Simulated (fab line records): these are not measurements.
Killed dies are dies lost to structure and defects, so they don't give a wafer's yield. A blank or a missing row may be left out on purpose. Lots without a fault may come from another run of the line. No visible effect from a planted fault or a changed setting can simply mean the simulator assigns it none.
fab line records | flow n5_finfet
[record] lots = 4 wafers = 12 last_day = 20
route steps=1938 shown BEOL_M1@792 BEOL_M4@1111 PASSIVATION@1936
lots that met no fault: from a run of the same line without faults
start_h: the number of hours between the record's first day and the start of the first shown wafer of the lot | wait_h: time in hours since the lot's previous step | " the same as in the row above | L1.1+2: one row covering several wafers at once | - no value, or no start given | * or withheld: withheld | < > ~ a bound
route shown NAME@n: NAME is a module with steps in the file, n the number in the route of the first one | usual: mean/standard deviation taken from wafers without a fault | same: alike in all rows | chamber/n: place in a boat | sites: each site's reading | _std_site: standard deviation of those values | _edge_site: mean of outer sites minus mean of inner sites | radius_mm: for every site, how far away it sits from the centre of the wafer | mask NAME#n: copy n | behind: tool/chamber where the wafer was last shaped | hold: what put the lot on hold/how long, in hours/how the hold closed | device: names the non-switching transistor (n, p or np) | end of line: at the end of the route, the tests of the same wafers | a step with no rows: only its recipe | killed: count of dies lost to structure and defects at first sort (not the wafer's yield) | map: the dies of a wafer, with x for killed, . for not killed, _ for no die there
set.NAME: the setting that was run; set.NAME@STEP: the one run at that earlier step | model.NAME: the simulator's own value behind a step, which no gauge read
a table for each step, a row for each wafer; lots at some steps of the route
services: when a tool's chamber went out of use (start_h, in hours from the record's first day, below 0 if earlier), for how many hours, and the reason
[[steps]]
[step N5_BEOL_M1_ALD_98]
[recipe] material = SiO2 target_thk_a = 25 temp_c = 100 ald_precursor_family = BDEAS ald_co_reactant = O2-plasma pulse_time_s = 1 co_reactant_pulse_time_s = 1 purge_time_s = 2 co_reactant_purge_time_s = 2 ald_cycles = 17 pressure_torr = 2
[step N5_BEOL_M1_ETCHBACK_99]
[recipe] chemistry = CHF3 target = SiO2 target_depth_a = 50 time_s = 10.4 source_w = 215 bias_w = 47 Ar_flow_sccm = 200 CHF3_flow_sccm = 12 ion_energy_ev = 100 pressure_mtorr = 30
[step N5_BEOL_M1_ETCH_70]
[recipe] chemistry = N2/H2 target = SOC target_depth_a = 800 overetch_a = 160 mask_material = SiARC temp_c = 40 time_s = 120 ion_energy_ev = 200 pressure_mtorr = 30 source_w = 840 bias_w = 150 n2_flow_sccm = 200 h2_flow_sccm = 200
[step N5_BEOL_M1_STRIP_71]
[recipe] chemistry = N2/H2 temp_c = 40 n2_flow_sccm = 200 h2_flow_sccm = 200 rf_frequency_hz = 6e+07
[step N5_BEOL_M1_STRIP_78]
[recipe] chemistry = N2/H2 temp_c = 40 n2_flow_sccm = 200 h2_flow_sccm = 200 rf_frequency_hz = 6e+07
[step N5_BEOL_M1_VIA_ETCH_34]
[recipe] chemistry = C4F6/O2 target_depth_a = 678 mask_material = SOC pressure_mtorr = 15 ion_energy_ev = 250 taper_deg = 4 time_s = 64.4 source_w = 350 bias_w = 170 Ar_flow_sccm = 300 C4F6_flow_sccm = 10 O2_flow_sccm = 10
[step N5_BEOL_M1_STRIP_83]
[recipe] chemistry = C4F6/O2 resist = SiARC rf_frequency_hz = 6e+07
[step N5_BEOL_M1_STRIP_36]
[recipe] chemistry = N2/H2 power_w = 450 temp_c = 40 pressure_mtorr = 20 rf_frequency_hz = 6e+07 overash_fraction = 0.3 bias_power_w = 7 h2_frac = 0.5 n2_flow_sccm = 200 h2_flow_sccm = 200
[step N5_BEOL_M1_TRENCH_ETCH_37]
[recipe] chemistry = C4F6/O2 target_depth_a = 552.07 target = SiOC time_s = 29 ion_energy_ev = 250 pressure_mtorr = 30 source_w = 355 bias_w = 185 Ar_flow_sccm = 300 C4F6_flow_sccm = 10 O2_flow_sccm = 10
[step N5_BEOL_M1_ETCH_41]
[recipe] chemistry = CH3F/O2 target = SiCN target_depth_a = 319 taper_deg = 2 time_s = 57.8 ion_energy_ev = 120 mask_material = TiN pressure_mtorr = 30 source_w = 395 bias_w = 75 Ar_flow_sccm = 150 CH3F_flow_sccm = 30 O2_flow_sccm = 20
[step N5_BEOL_M1_STRIP_97]
[recipe] chemistry = N2/H2 time_s = 10 power_w = 450 temp_c = 40 pressure_mtorr = 20 rf_frequency_hz = 6e+07 bias_power_w = 7 n2_flow_sccm = 200 h2_flow_sccm = 200
[step N5_BEOL_M1_HM_STRIP_39]
[recipe] chemistry = peroxide_tin_strip material = TiN target_depth_a = 250 temp_c = 50 time_s = 158
[usual] bath_guard_temp_C = 50.0/0.58 bath_heat_duty_pct = 7.1/0.84
// columns lot.wafer tool chamber start_h wait_h bath_guard_temp_C bath_heat_duty_pct model.TiN_of_BEOL_M1_HM_DEP_02.thk_nm
L610.1 wet_bench-03 6 165.62 0.0 50.6 5.6 0
L610.2 " 7 " " 49.8 6.4 0
L610.4 " 4 " " 50.1 7.6 0
L623.1 wet_bench-03 3 247.37 0.0 - - 18
L623.2 " 2 " " - - 18
L623.6 " 6 " " - - 17.8
L622.1 wet_bench-03 2 247.89 0.0 - - 18
L622.3 " 6 " " - - 18
L622.5 " 5 " " - - 17.8
L627.2 wet_bench-02 6 274.32 0.0 50.3 7.2 0
L627.3 " 7 " " 49.1 7.3 0
L627.5 " 5 " " 50.7 6.9 0
[step N5_BEOL_M1_SRD_40]
[recipe] time_s = 30 temp_c = 23 rinse_liquid = diw dry = ipa_marangoni
[step N5_BEOL_M1_PRECLEAN_42]
[recipe] chemistry = residue_remover time_s = 60 temp_c = 40
[usual] bath_guard_temp_C = 40.0/0.57
// columns lot.wafer tool chamber start_h wait_h bath_guard_temp_C model.TiN_of_BEOL_M1_HM_DEP_02.thk_nm
L610.1 wet_bench-03 6 165.68 0.0 40.8 0
L610.2 " 7 " " 39.8 0
L610.4 " 4 " " 39.9 0
L623.1 wet_bench-03 3 247.43 0.0 40.1 7
L623.2 " 2 " " 39.4 7
L623.6 " 6 " " 41.0 6.8
L622.1 wet_bench-03 2 247.95 0.0 39.7 7
L622.3 " 6 " " 40.8 7
L622.5 " 5 " " 39.4 6.8
L627.2 wet_bench-02 6 274.39 0.0 40.2 0
L627.3 " 7 " " 39.4 0
L627.5 " 5 " " 40.5 0
[step N5_BEOL_M1_SRD_43]
[recipe] time_s = 30 temp_c = 23 rinse_liquid = diw dry = ipa_marangoni
[step N5_BEOL_M1_DEGAS_44]
[recipe] ambient = vacuum temp_c = 250 time_s = 60
[step N5_BEOL_M1_PRE_CLEAN_45]
[recipe] gas = H2/He time_s = 30 temp_c = 250
[step N5_BEOL_M1_ALD_84]
[recipe] material = TaN target_thk_a = * temp_c = 275 ald_precursor_family = PDMAT ald_co_reactant = NH3 pressure_torr = 3 carrier_flow_sccm = 1500 pulse_time_s = 2 purge_time_s = 3 co_reactant_purge_time_s = 2 co_reactant_pulse_time_s = 3 ald_cycles = 30 precursor_vessel_temp_c = 75 precursor_vessel_pressure_torr = 26.25 precursor_vessel_carrier_sccm = 1000
[step N5_BEOL_M1_SURFACE_TREAT_85]
[recipe] gas = Ar time_s = * ion_energy_ev = * ion_current_ma_cm2 = 0.5 pressure_mtorr = * ar_flow_sccm = 30
[step N5_BEOL_M1_CVD_47]
[recipe] material = Co target_thk_a = 30 temp_c = withheld precursor = CCTBA/H2 pressure_torr = 30 time_s = 223.8
[step N5_BEOL_M1_SPUTTER_48]
[recipe] material = Cu target_thk_a = 45 temp_c = -20 chamber_pressure_pa = 0.07 power_w = withheld time_s = 8.29
[step N5_BEOL_M1_ANNEAL_49]
[recipe] temp_c = 400 time_s = 240 ambient = vacuum
[step N5_BEOL_M1_SPUTTER_79]
[recipe] material = Cu target_thk_a = 45 temp_c = -20 chamber_pressure_pa = 0.07 power_w = withheld time_s = 8.29
[step N5_BEOL_M1_ANNEAL_80]
[recipe] temp_c = 400 time_s = 240 ambient = vacuum
[step N5_BEOL_M1_SPUTTER_81]
[recipe] material = Cu target_thk_a = 45 temp_c = -20 chamber_pressure_pa = 0.07 power_w = withheld time_s = 8.29
[step N5_BEOL_M1_ANNEAL_82]
[recipe] temp_c = 400 time_s = 240 ambient = vacuum
[step N5_BEOL_M1_SPUTTER_86]
[recipe] material = Cu target_thk_a = 45 temp_c = -20 chamber_pressure_pa = 0.07 power_w = withheld time_s = 8.29
[step N5_BEOL_M1_ANNEAL_87]
[recipe] temp_c = 400 time_s = 240 ambient = vacuum
[step N5_BEOL_M1_SPUTTER_88]
[recipe] material = Cu target_thk_a = 45 temp_c = -20 chamber_pressure_pa = 0.07 power_w = withheld time_s = 8.29
[step N5_BEOL_M1_ANNEAL_89]
[recipe] temp_c = 400 time_s = 240 ambient = vacuum
[step N5_BEOL_M1_SPUTTER_90]
[recipe] material = Cu target_thk_a = 45 temp_c = -20 chamber_pressure_pa = 0.07 power_w = withheld time_s = 8.29
[step N5_BEOL_M1_ANNEAL_91]
[recipe] temp_c = 400 time_s = 240 ambient = vacuum
[step N5_BEOL_M1_SPUTTER_92]
[recipe] material = Cu target_thk_a = 45 temp_c = -20 chamber_pressure_pa = 0.07 power_w = withheld time_s = 8.29
[step N5_BEOL_M1_ANNEAL_93]
[recipe] temp_c = 400 time_s = 240 ambient = vacuum
[step N5_BEOL_M1_SPUTTER_94]
[recipe] material = Cu target_thk_a = 45 temp_c = -20 chamber_pressure_pa = 0.07 power_w = withheld time_s = 8.29
[step N5_BEOL_M1_ANNEAL_95]
[recipe] temp_c = 400 time_s = 240 ambient = vacuum
[step N5_BEOL_M1_SPUTTER_96]
[recipe] material = Cu target_thk_a = 45 temp_c = -20 chamber_pressure_pa = 0.07 power_w = withheld time_s = 8.29
[step N5_BEOL_M1_ECD_50]
[recipe] material = Cu target_thk_a = 3000
[step N5_BEOL_M1_ANNEAL_51]
[recipe] temp_c = 225 time_s = 90 ambient = N2
[step N5_BEOL_M1_CMP_52]
[recipe] stop_on = SiOC t_overpolish_s = 6.8 down_force_psi = 1 platen_rpm = 50 clearing_platen_down_force_psi = 1.5 clearing_platen_rpm = 50 post_cmp_clean = cu_alkaline target_thk_nm = 40 clearing_platen_pad_velocity_m_s = 0.99484 pad_velocity_m_s = 0.99484
[usual] barrier_field_endpoint_s = 24.7/0.63 motor_current_A = 6.0/0.47
// columns lot.wafer tool chamber start_h wait_h barrier_field_endpoint_s motor_current_A
L610.4 cmp-04 0 168.88 0.1 24.8 5.9
L610.2 " 2 " " 24.0 6.5
L610.1 " 3 " " 23.8 6.9
L623.1 cmp-03 1 250.89 0.3 32.6 5.8
L623.2 " 2 " " 32.7 5.7
L623.6 " 0 " " 32.6 6.8
L622.3 cmp-02 0 276.07 0.2 32.7 5.5
L622.1 " 1 " " 33.4 5.7
L622.5 " 3 " " 32.5 5.9
L627.2 cmp-04 1 282.50 0.2 24.0 5.9
L627.3 " 2 " " 23.7 6.5
L627.5 " 2 " " 24.5 6.3
[step N5_BEOL_M4_RC_MEAS_101]
[usual] DIBL_N = 36.3/1.2 DIBL_P = 36.3/1.4 IOFF_N = 0.160/0.02 IOFF_P = 0.210/0.025 ION_N = 675/9.5 ION_P = 462/7 SS_N = 71.5/0.53 SS_P = 73.4/0.55 VT_N = 249.5/2.6 VT_P = -250.1/2.9
// columns lot.wafer tool chamber start_h wait_h DIBL_N[mV/V] DIBL_P[mV/V] IOFF_N[nA/um] IOFF_P[nA/um] ION_N[uA/um] ION_P[uA/um] SS_N[mV/dec] SS_P[mV/dec] VT_N[mV] VT_P[mV]
L610.1 prober-02 0 218.02 0.0 36.7 37.3 0.178 0.264 670 462 71.6 74.1 245.4 -244.1
L610.2 " 0 " " 36.2 35.7 0.153 0.220 663 458 70.9 73.6 252.2 -247.2
L610.4 " 0 " " 36.1 35.9 0.148 0.224 671 465 70.9 73.7 252.0 -246.0
L623.1 prober-02 0 338.15 0.0 38.0 39.3 0.195 0.254 681 471 71.8 72.9 247.0 -247.5
L623.2 " 0 " " 36.0 36.0 0.144 0.194 675 463 71.4 73.5 249.6 -252.1
L623.6 " 0 " " 38.7 39.4 0.194 0.248 692 471 71.4 74.3 245.6 -246.6
L622.1 prober-02 0 340.93 0.0 36.8 35.9 0.166 0.219 687 469 70.9 73.9 250.1 -247.4
L622.3 " 0 " " 36.7 34.8 0.151 0.198 675 460 71.4 73.7 250.3 -250.7
L622.5 " 0 " " 35.4 33.9 0.135 0.179 671 462 70.9 73.3 252.3 -251.9
L627.2 prober-02 0 363.44 0.2 35.5 36.3 0.164 0.216 691 475 71.3 73.3 245.8 -247.9
L627.3 " 0 " " 35.2 35.8 0.151 0.197 676 461 70.9 73.0 248.9 -248.3
L627.5 " 0 " " 36.0 36.6 0.176 0.216 688 468 71.5 73.1 245.0 -248.6
[step N5_PASSIVATION_PROBE_49]
[usual] defect_limited_yield = 90.9/1.3 killed_at_M0_to_M3 = 36/11 killed_at_M4_up = 13/5.1 killed_at_contacts = 14/4.9 killed_at_front_end = 41/10 killed_at_other = 3.4/2.6 killed_dies = 107/16 killed_open = 70/11 killed_short = 36/7.8 sort_bin_5_function = 5.4/0.84 sort_bin_6_memory = 3.4/0.67 sort_n_pass = 1073/16 sort_yield_pct = 90.9/1.3
[same] gross_dies = 1180 killed_at_back_side = 0 sort_bin_4_leakage[%] = 0 sort_bin_8_speed[%] = 0
// columns lot.wafer tool chamber start_h wait_h defect_limited_yield[%] killed_at_M0_to_M3 killed_at_M4_up killed_at_contacts killed_at_front_end killed_at_other killed_dies killed_open killed_short sort_bin_5_function[%] sort_bin_6_memory[%] sort_n_pass sort_yield_pct[%]
L610.1 prober-02 - 334.68 0.0 90.2 38 8 14 48 8 116 64 44 5.6 3.3 1064 90.2
L610.2 prober-02 - 334.73 0.1 90.2 29 13 20 50 4 116 78 38 6.0 3.8 1064 90.2
L610.4 prober-02 - 334.83 0.2 91.6 31 10 13 42 3 99 65 34 4.5 3.5 1081 91.6
L622.1 prober-02 - 460.38 0.0 90.8 68 6 12 20 2 108 53 17 5.0 3.9 1072 90.8
L622.3 prober-02 - 460.48 0.1 90.4 60 9 3 38 3 113 49 23 5.5 4.1 1067 90.4
L622.5 prober-02 - 460.58 0.2 89.7 72 10 9 28 2 121 56 25 7.0 3.0 1059 89.7
L623.1 prober-01 - 462.36 0.0 88.6 71 9 11 43 1 135 60 40 6.7 4.4 1045 88.6
L623.2 prober-01 - 462.41 0.1 84.9 98 9 14 54 3 178 86 43 9.2 5.3 1002 84.9
L623.6 prober-01 - 462.61 0.3 87.5 76 14 18 38 2 148 82 31 6.7 5.4 1032 87.5
// killed by level:class
L610.1 STI_FIN_REVEAL:geometric_particle:open=19 BEOL_M0_SAQP:geometric_particle:short=12 MOL_CONTACT_COAG:geometric_particle:open=9 BEOL_M0_SAQP:geometric_particle:open=9 HKMG_FIN:area_etch=8 BEOL_M3:geometric_particle:open=7 GATE_CUT:geometric_particle:short=5 MOL_CONTACT_COAG:geometric_particle:short=5
L610.2 FIN_SAQP:geometric_particle:open=19 FIN_SAQP:geometric_particle:short=14 MOL_CONTACT_COAG:geometric_particle:open=14 STI_FIN_REVEAL:geometric_particle:open=7 BEOL_M0_SAQP:geometric_particle:short=7 BEOL_M3:geometric_particle:open=7 MOL_CONTACT_COAG:geometric_particle:short=6 BEOL_M0_SAQP:geometric_particle:open=6
L610.4 MOL_CONTACT_COAG:geometric_particle:open=12 FIN_SAQP:geometric_particle:open=9 FIN_SAQP:geometric_particle:short=9 DUMMY_GATE:geometric_particle:open=8 BEOL_M0_SAQP:geometric_particle:short=7 STI_FIN_REVEAL:geometric_particle:open=6 BEOL_M0_SAQP:geometric_particle:open=4 BEOL_M1:geometric_particle:open=4
L622.1 BEOL_M1:interface_void_opened=38 MOL_CONTACT_COAG:geometric_particle:open=10 BEOL_M0_SAQP:geometric_particle:open=7 FIN_SAQP:geometric_particle:open=6 BEOL_M3:geometric_particle:open=6 BEOL_M0:geometric_particle:open=4 BEOL_M1:geometric_particle:open=4 STI_FIN_REVEAL:geometric_particle:open=3
L622.3 BEOL_M1:interface_void_opened=37 FIN_SAQP:geometric_particle:open=14 FIN_SAQP:geometric_particle:short=8 BEOL_M0_SAQP:geometric_particle:short=6 GATE_CUT:geometric_particle:open=5 MOL_CONTACT_COAG:geometric_particle:open=3 BEOL_M0_SAQP:geometric_particle:open=3 BEOL_M0:geometric_particle:open=3
L622.5 BEOL_M1:interface_void_opened=40 BEOL_M0_SAQP:geometric_particle:open=9 MOL_CONTACT_COAG:geometric_particle:open=9 BEOL_M2:geometric_particle:open=9 FIN_SAQP:geometric_particle:open=7 BEOL_M0_SAQP:geometric_particle:short=6 GATE_CUT:geometric_particle:short=5 BEOL_M4:geometric_particle:short=5
L623.1 BEOL_M1:interface_void_opened=34 FIN_SAQP:geometric_particle:short=16 MOL_CONTACT_COAG:geometric_particle:open=9 STI_FIN_REVEAL:geometric_particle:open=8 BEOL_M0_SAQP:geometric_particle:open=7 BEOL_M2:geometric_particle:open=7 FIN_SAQP:geometric_particle:open=6 BEOL_M3:geometric_particle:open=6
L623.2 BEOL_M1:interface_void_opened=45 FIN_SAQP:geometric_particle:open=17 FIN_SAQP:geometric_particle:short=13 BEOL_M0_SAQP:geometric_particle:short=13 BEOL_M1:geometric_particle:open=11 STI_FIN_REVEAL:geometric_particle:open=10 MOL_CONTACT_COAG:geometric_particle:open=9 BEOL_M0_SAQP:geometric_particle:open=9
L623.6 BEOL_M1:interface_void_opened=34 STI_FIN_REVEAL:geometric_particle:open=16 BEOL_M2:geometric_particle:open=14 MOL_CONTACT_COAG:geometric_particle:open=12 BEOL_M1:geometric_particle:open=9 MOL_CONTACT_COAG:geometric_particle:short=6 BEOL_M6:geometric_particle:open=6 FIN_SAQP:geometric_particle:open=5
// map L622.5 (x killed, . not)
_________________...x......x.________________
______________..x.........x...xx_____________
___________.....x..............x.x.__________
__________..x.....x.....x..........._________
________x.x..........................._______
_______......x.x....xx......x..........______
______......x..........................._____
_____................x................x..____
____...............x.............x......x.___
___.xx........x.........x........x...x.....__
___.......x.............................xx.__
__....x.x........xx.x....x.x.....x.........._
__......x..x.......x.........x.............._
_x.x...x..x.xx..........x...x.....x........x.
_..............................x..........x..
_......x............x......x.......x......x..
_......x....................x..x..x.......x.x
_........................x...................
_.........x....xx..............xx............
_..x....x................................x.x.
_x......................x.......x..........x.
__..........................x....xx..x..x..._
__......x.................x.....x........x.x_
___....................x...................__
___................x.......x...............__
____..................x.......x..xx.......___
_____x................x...x.x........x...____
______.........................x..x....._____
_______..............x..x..............______
________.......x.xx............x......_______
__________.............x...........x_________
___________.....................x..__________
______________.......x.....x..x._____________
_________________.....x.....x________________
// map L623.2 (x killed, . not)
_________________..........x.________________
______________...........x......_____________
___________..x.x...........x...x..x__________
__________.........x.x.x....x.x....._________
________.x..x......x..........x.xx...x_______
_______.......x...x.................x.x______
______.x..x.x........x...........xxx..x._____
_____.......................xxx........x.____
____..x........x..........x.......x.......___
___x....xx...........x..x................x.__
___......x.x....................x...xx...x.__
__....x...x.....x..x.x....xx.x.............._
__x...............x...xx.........x.........._
_......xx..............x.......x.x.......x..x
_x......xx..xx.....x..........x........x.....
_.x.x...x.......x.....x.......xx....x.....x..
_..x.............x...x.x.............x....x..
_........................x...................
_x.x.xx............xx..x...................x.
_.........x..x.x...xx..x.x.......x..x.x....xx
_x..................xx..x...........x.x.x....
__..........xx...xxx.......xx.xx............_
__x.x.....x................x..x............._
___.x.............x....x.......x......x.xx.__
___.x.....x................x.....x.........__
____...x......x.x.....x...................___
_____.......xxx............x.....x.......____
______...x.x......x......x.............._____
_______.x..x......x.x........x...x.....______
________.x.x..x............xx.....x..._______
__________..x......................._________
___________.x.x...................x__________
______________...........x......_____________
_________________.x..........________________
[[services]]
// columns tool chamber start_h hours kind
cmp-03 - 153.03 0.3 repair
wet_bench-02 - 173.23 4.4 pm
cmp-03 - 174.62 3.7 pm
cmp-03 - 182.14 4.0 pm
cmp-03 - 186.14 - consumable_replace:conditioner
cmp-03 - 186.14 - consumable_replace:pad
cmp-03 - 199.31 4.2 repair
cmp-02 - 201.20 1.1 repair
cmp-04 - 245.63 0.6 repair
cmp-04 - 264.61 6.3 pm
cmp-04 - 273.00 2.2 repair
[[key]]
[first_sign] step = N5_BEOL_M1_HM_STRIP_39 reading = tool_record direction = missing
[effect] step = N5_BEOL_M1_CMP_52 reading = barrier_field_endpoint_s direction = up sigmas = 13 usual = 24.7 struck = 32.8
[effect] step = N5_PASSIVATION_PROBE_49 reading = killed_at_M0_to_M3 direction = up sigmas = 3.3 usual = 36 struck = 74
[model_effect] step = N5_BEOL_M1_HM_STRIP_39 value = TiN_of_BEOL_M1_HM_DEP_02.thk_nm without = 0 struck = 17.93
[model_effect] step = N5_BEOL_M1_PRECLEAN_42 value = TiN_of_BEOL_M1_HM_DEP_02.thk_nm without = 0 struck = 6.933
met_at N5_BEOL_M1_HM_STRIP_39
struck_wafers L622.1,L622.3,L622.5,L623.1,L623.2,L623.6
onset_between 165.62 247.37
[fault] kind = skipped_step_whole tool = wet_bench-03 chamber = - onset_h = 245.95 steps = N5_BEOL_M1_HM_STRIP_39 scope = struck_lots_only
